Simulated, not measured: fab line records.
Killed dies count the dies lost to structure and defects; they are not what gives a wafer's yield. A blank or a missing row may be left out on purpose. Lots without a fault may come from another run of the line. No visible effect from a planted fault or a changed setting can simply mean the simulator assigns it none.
Split-lot study / flow n5-finfet / 21 wafers read from 7 lots, route of 1938 steps

THE SPLIT
At N5_MOL_CONTACT_COAG_ALD_123 (deposits SiNx, target thk 5 nm, pulse time 1 s, purge time 2 s), the setting ald-cycles was moved away from the recipe's 100 on 12 of the 21 wafers read, by -11.0% to +16.0%. This setting was run at the recipe's value on the other wafers.

FROM THE SPLIT TO THE READING: what the file shows between them, 5 steps
- N5_MOL_CONTACT_COAG_ETCH_67: etches SOC in N2/H2, target depth 60 nm, overetch 21 nm, time 101.2 s (also split here: source-w)
- N5_MOL_CONTACT_COAG_STRIP_68: strips in N2/H2
- N5_MOL_CONTACT_COAG_STRIP_69: strips in N2/H2
- N5_MOL_CONTACT_COAG_STRIP_120: strips in CHF3
- N5_MOL_CONTACT_COAG_VIA_ETCH_117: etches SiO2 in C4F6/O2, target depth 40 nm, overetch 8 nm, time 26 s

THE READING
etch.depth-nm (the simulator's own value, which no gauge read), in nm, at N5_MOL_CONTACT_COAG_ETCH_124 (etches SiNx in CH3F/O2, stops on SiOC, target depth 6.5 nm). There is no usual value for it anywhere in the file. Across the 9 wafers here that went through the recipe, the average is 4.973 nm and the standard deviation 0.028 nm.

wafer=L075.1; tool, chamber at the split=ald-sin-04, 2; ald-cycles as run=100; against the recipe=recipe; etch.depth-nm, nm=4.939; against lot-mates on the recipe=-
wafer=L075.5; tool, chamber at the split=ald-sin-04, 3,2; ald-cycles as run=112; against the recipe=+12.0%; etch.depth-nm, nm=5.604; against lot-mates on the recipe=+0.665
wafer=L075.6; tool, chamber at the split=ald-sin-04, 3,2; ald-cycles as run=112; against the recipe=+12.0%; etch.depth-nm, nm=5.543; against lot-mates on the recipe=+0.604
wafer=L077.2; tool, chamber at the split=ald-sin-03, 3,1; ald-cycles as run=116; against the recipe=+16.0%; etch.depth-nm, nm=5.743; against lot-mates on the recipe=+0.768
wafer=L077.4; tool, chamber at the split=ald-sin-03, 1; ald-cycles as run=100; against the recipe=recipe; etch.depth-nm, nm=4.975; against lot-mates on the recipe=-
wafer=L077.5; tool, chamber at the split=ald-sin-03, 3,1; ald-cycles as run=116; against the recipe=+16.0%; etch.depth-nm, nm=5.772; against lot-mates on the recipe=+0.797
wafer=L081.2; tool, chamber at the split=ald-sin-04, 1,3,2; ald-cycles as run=100; against the recipe=recipe; etch.depth-nm, nm=4.985; against lot-mates on the recipe=-
wafer=L081.4; tool, chamber at the split=ald-sin-04, 1,3,2; ald-cycles as run=100; against the recipe=recipe; etch.depth-nm, nm=4.994; against lot-mates on the recipe=-
wafer=L081.6; tool, chamber at the split=ald-sin-04, 1,3,2; ald-cycles as run=100; against the recipe=recipe; etch.depth-nm, nm=4.946; against lot-mates on the recipe=-
wafer=L090.4; tool, chamber at the split=ald-sin-04, 1,0; ald-cycles as run=107; against the recipe=+7.0%; etch.depth-nm, nm=5.349; against lot-mates on the recipe=+0.321
wafer=L090.5; tool, chamber at the split=ald-sin-04, 3; ald-cycles as run=100; against the recipe=recipe; etch.depth-nm, nm=5.028; against lot-mates on the recipe=-
wafer=L090.6; tool, chamber at the split=ald-sin-04, 1,0; ald-cycles as run=107; against the recipe=+7.0%; etch.depth-nm, nm=5.316; against lot-mates on the recipe=+0.288
wafer=L091.3; tool, chamber at the split=ald-sin-04, 1,3,2; ald-cycles as run=89; against the recipe=-11.0%; etch.depth-nm, nm=4.436; against lot-mates on the recipe=no lot-mate on the recipe
wafer=L091.5; tool, chamber at the split=ald-sin-04, 1,3,2; ald-cycles as run=89; against the recipe=-11.0%; etch.depth-nm, nm=4.453; against lot-mates on the recipe=no lot-mate on the recipe
wafer=L091.6; tool, chamber at the split=ald-sin-04, 1,3,2; ald-cycles as run=89; against the recipe=-11.0%; etch.depth-nm, nm=4.408; against lot-mates on the recipe=no lot-mate on the recipe
wafer=L092.1; tool, chamber at the split=ald-sin-03, 2,1; ald-cycles as run=100; against the recipe=recipe; etch.depth-nm, nm=4.955; against lot-mates on the recipe=-
wafer=L092.3; tool, chamber at the split=ald-sin-03, 0; ald-cycles as run=108; against the recipe=+8.0%; etch.depth-nm, nm=5.342; against lot-mates on the recipe=+0.392
wafer=L092.4; tool, chamber at the split=ald-sin-03, 2,1; ald-cycles as run=100; against the recipe=recipe; etch.depth-nm, nm=4.945; against lot-mates on the recipe=-
wafer=L093.1; tool, chamber at the split=ald-sin-03, 3,0; ald-cycles as run=90; against the recipe=-10.0%; etch.depth-nm, nm=4.485; against lot-mates on the recipe=-0.504
wafer=L093.3; tool, chamber at the split=ald-sin-03, 3,0; ald-cycles as run=90; against the recipe=-10.0%; etch.depth-nm, nm=4.496; against lot-mates on the recipe=-0.493
wafer=L093.6; tool, chamber at the split=ald-sin-03, 3; ald-cycles as run=100; against the recipe=recipe; etch.depth-nm, nm=4.989; against lot-mates on the recipe=-
Where a row lists several chambers, the file gives one row for several wafers and doesn't say which wafer went through which chamber.

FIT RESULTS
A straight line over all 21 wafers: etch.depth-nm changes by +0.0491 nm for each +1% of ald-cycles; r = +1.00; the points scatter about the line by 0.025 nm.
The same after taking each lot's own level away (the mean of its wafers on the recipe; 18 wafers): +0.0497 nm for each +1%; r = +1.00; scatter 0.026 nm.
Per that fit: largest ald-cycles move, reading shift of 0.8 nm.
Measured against the standard deviation above, the lots' own levels, which go from 4.9390 to 5.0280 nm, span 3.2 times it.
So the lot-to-lot level changes the slope little: the two slopes agree.
Check: with one of the wafers moved furthest among these (+16.0%) left out of the fit, the line predicts +0.8 nm for it against its lot-mates. Against them it came out at +0.768 nm.

ADDITIONAL SPLITS CARRIED BY THESE WAFERS
Other splits were also applied to these wafers ahead of the reading. Each is held against what the fit with the lots' levels taken away leaves over:
other split on the same wafers=N5_SD_EPI_P_COAT_03 spin-rpm; wafers away from the commonest value=6; r with etch.depth-nm (lot level and that fit taken away)=-0.15
other split on the same wafers=N5_SD_EPI_P_DESCUM_14 time-s; wafers away from the commonest value=11; r with etch.depth-nm (lot level and that fit taken away)=+0.59
other split on the same wafers=N5_HKMG_FIN_COAT_43 spin-rpm; wafers away from the commonest value=5; r with etch.depth-nm (lot level and that fit taken away)=-0.06
other split on the same wafers=N5_GATE_CUT_ETCH_37 bias-w; wafers away from the commonest value=9; r with etch.depth-nm (lot level and that fit taken away)=+0.27
other split on the same wafers=N5_GATE_CUT_CUT_ETCH_54 icp-w; wafers away from the commonest value=5; r with etch.depth-nm (lot level and that fit taken away)=-0.34
other split on the same wafers=N5_MOL_CONTACT_COAG_ETCH_67 source-w; wafers away from the commonest value=5; r with etch.depth-nm (lot level and that fit taken away)=-0.02

THE WHOLE CHAIN: every reading that the file lists as answering this split, in the file's order
step=N5_MOL_CONTACT_COAG_ALD_123; what it does=deposits SiNx, target thk 5 nm, pulse time 1 s, purge time 2 s; reading=SiNx_of_MOL_CONTACT_COAG_ALD_123.thk-nm (the simulator's own value, which no gauge read); change (the file's fit)=+0.0522 nm for each +1% of the setting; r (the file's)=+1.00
step=N5_MOL_CONTACT_COAG_ETCH_124; what it does=etches SiNx in CH3F/O2, stops on SiOC, target depth 6.5 nm; reading=etch.depth-nm (the simulator's own value, which no gauge read); change (the file's fit)=+0.0496 nm for each +1% of the setting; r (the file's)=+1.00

FILE'S OWN FIT
etch.depth-nm changes by +0.0496 nm for each +1% of ald-cycles, r = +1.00.
